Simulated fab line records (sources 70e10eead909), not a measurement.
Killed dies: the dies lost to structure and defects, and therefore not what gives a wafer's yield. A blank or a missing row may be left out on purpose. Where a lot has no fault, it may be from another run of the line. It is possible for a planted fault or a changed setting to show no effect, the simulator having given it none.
Chamber matching ; flow nandHarc ; rieDiel-03 running NHARC_A_WL_FILL_STRIP_29: 4 sister chambers
The step strips in O2, time 20 s. 8 wafers are shown with their chamber, then 7 later ones without.

WAFERS PAIRED WITH THEIR CHAMBERS
wafer;chamber;drypumpMotorCurrentA (A);oesProductAu (a.u.)
L082.4;3;5.7;1.007
L082.6;3;5.7;1.014
L083.2;2;5.0;1.007
L083.4;0;6.2;0.970
L084.3;2;5.0;1.009
L084.5;1;5.3;0.997
L089.1;1;5.2;1.008
L089.3;0;6.2;0.995

WAFERS WITHOUT THEIR CHAMBER
wafer;drypumpMotorCurrentA (A);oesProductAu (a.u.)
L089.6;5.0;1.019
L088.4;5.7;1.004
L088.5;5.7;0.995
L088.6;5.0;1.007
L092.1;5.3;1.006
L092.2;5.7;1.012
L092.3;5.1;1.002

EACH ONE'S CHAMBER
wafer;from the rows above;in truth
L089.6;2;2
L088.4;3;3
L088.5;3;3
L088.6;2;2
L092.1;1;1
L092.2;3;3
L092.3;can't be placed: 2 or 1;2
Correctly placed: 6 of 7. Unplaceable from these rows: 1, with the true chamber sitting among the candidates in 1. Number placed wrongly: 0.
How it was worked out, from the rows above alone: a wafer's distance from a chamber is the root of the sum, over the readings, of the square of ((its reading less the chamber's mean) divided by the reading's scatter). If the next closest chamber is less than 2 further off than the closest, the wafer can't be placed; otherwise it belongs to the closest. The mean given for a chamber averages the wafers shown for that chamber. The scatter: the root of (the sum of the squares of (reading less its chamber's mean) over the shown wafers, divided by (wafers less chambers)).
